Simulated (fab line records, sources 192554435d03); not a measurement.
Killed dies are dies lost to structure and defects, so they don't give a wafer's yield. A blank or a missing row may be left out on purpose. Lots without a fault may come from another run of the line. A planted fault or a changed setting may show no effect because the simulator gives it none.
Split-lot experiment | flow n5_finfet | 7 lots, 17 wafers read, on a route of 1938 steps

THE SPLIT
At N5_BEOL_M5_SPUTTER_83 (material Cu, target thk 15 nm, time 27.62 s), the setting time_s was moved away from the recipe's 27.62 s on 2 of the 17 wafers read, by -14.0% to -13.8%. The other wafers ran this setting at the recipe's value.

The reading is taken at the split's own step.

THE READING
Cu_of_BEOL_M5_SPUTTER_83.thk_nm (the simulator's own value, which no gauge read), in nm, at N5_BEOL_M5_SPUTTER_83 (material Cu, target thk 15 nm, time 27.62 s). The file gives no usual value for it. The 15 wafers here that ran the recipe average 15.0 nm, standard deviation 0.23 nm.

wafer  | tool, chamber at the split | time_s as run, s | against the recipe | Cu_of_BEOL_M5_SPUTTER_83.thk_nm, nm | against lot-mates on the recipe
L083.3 | pvd_sputter-01, -          | 27.62            | recipe             | 15.2                                | -
L085.2 | pvd_sputter-02, -          | 27.62            | recipe             | 14.8                                | -
L085.6 | pvd_sputter-02, -          | 27.62            | recipe             | 14.8                                | -
L085.3 | pvd_sputter-02, -          | 27.62            | recipe             | 14.6                                | -
L089.4 | pvd_sputter-02, -          | 27.62            | recipe             | 15                                  | -
L089.6 | pvd_sputter-02, -          | 27.62            | recipe             | 15                                  | -
L089.5 | pvd_sputter-02, -          | 27.62            | recipe             | 15.2                                | -
L090.2 | pvd_sputter-03, -          | 27.62            | recipe             | 15                                  | -
L090.5 | pvd_sputter-03, -          | 27.62            | recipe             | 14.8                                | -
L092.1 | pvd_sputter-01, -          | 27.62            | recipe             | 14.8                                | -
L092.2 | pvd_sputter-01, -          | 27.62            | recipe             | 14.8                                | -
L092.5 | pvd_sputter-01, -          | 27.62            | recipe             | 14.8                                | -
L094.1 | pvd_sputter-02, -          | 27.62            | recipe             | 15.4                                | -
L094.5 | pvd_sputter-02, -          | 27.62            | recipe             | 15.4                                | -
L094.4 | pvd_sputter-02, -          | 23.81            | -13.8%             | 13                                  | -2.4
L095.2 | pvd_sputter-01, -          | 23.76            | -14.0%             | 12.6                                | -2.4
L095.6 | pvd_sputter-01, -          | 27.62            | recipe             | 15                                  | -

THE FIT
A straight line over all 17 wafers: Cu_of_BEOL_M5_SPUTTER_83.thk_nm changes by +0.157 nm for each +1% of time_s; r = +0.95; the points scatter about the line by 0.24 nm.
The same after taking each lot's own level away (the mean of its wafers on the recipe; 17 wafers): +0.173 nm for each +1%; r = +1.00; scatter 0.07 nm.
On that fit, the largest move of time_s shifts the reading by 2.4 nm.
The lots' own levels span 14.73 to 15.40 nm, that is 2.9 times the standard deviation above.
So the lot-to-lot level changes the slope little: the two slopes agree.
Check: with one of the wafers moved furthest among these (-14.0%) left out of the fit, the line predicts -2.43 nm for it against its lot-mates. It came out at -2.4 nm against them.

OTHER SPLITS ON THESE WAFERS
These wafers also went through other splits before the reading. Each is held against what the fit with the lots' levels taken away leaves over:
other split on the same wafers    | wafers away from the commonest value | r with Cu_of_BEOL_M5_SPUTTER_83.thk_nm (lot level and that fit taken away)
N5_BEOL_M0_SAQP_ETCH_88 source_w  | 8                                    | -0.33
N5_BEOL_M0_SAQP_ALD_48 ald_cycles | 5                                    | -0.22
N5_BEOL_M1_EXPOSE_08 dose_mj      | 7                                    | +0.34
N5_BEOL_M1_ETCH_64 source_w       | 3                                    | +0.01
N5_BEOL_M2_ILD_DEP_00 time_s      | 10                                   | -0.19
N5_BEOL_M2_ALD_98 ald_cycles      | 3                                    | +0.07
N5_BEOL_M3_DESCUM_33 time_s       | 6                                    | +0.47
N5_BEOL_M5_COAT_22 spin_rpm       | 5                                    | -0.09

THE FILE'S OWN FIT
Cu_of_BEOL_M5_SPUTTER_83.thk_nm changes by +0.173 nm for each +1% of time_s, r = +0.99.
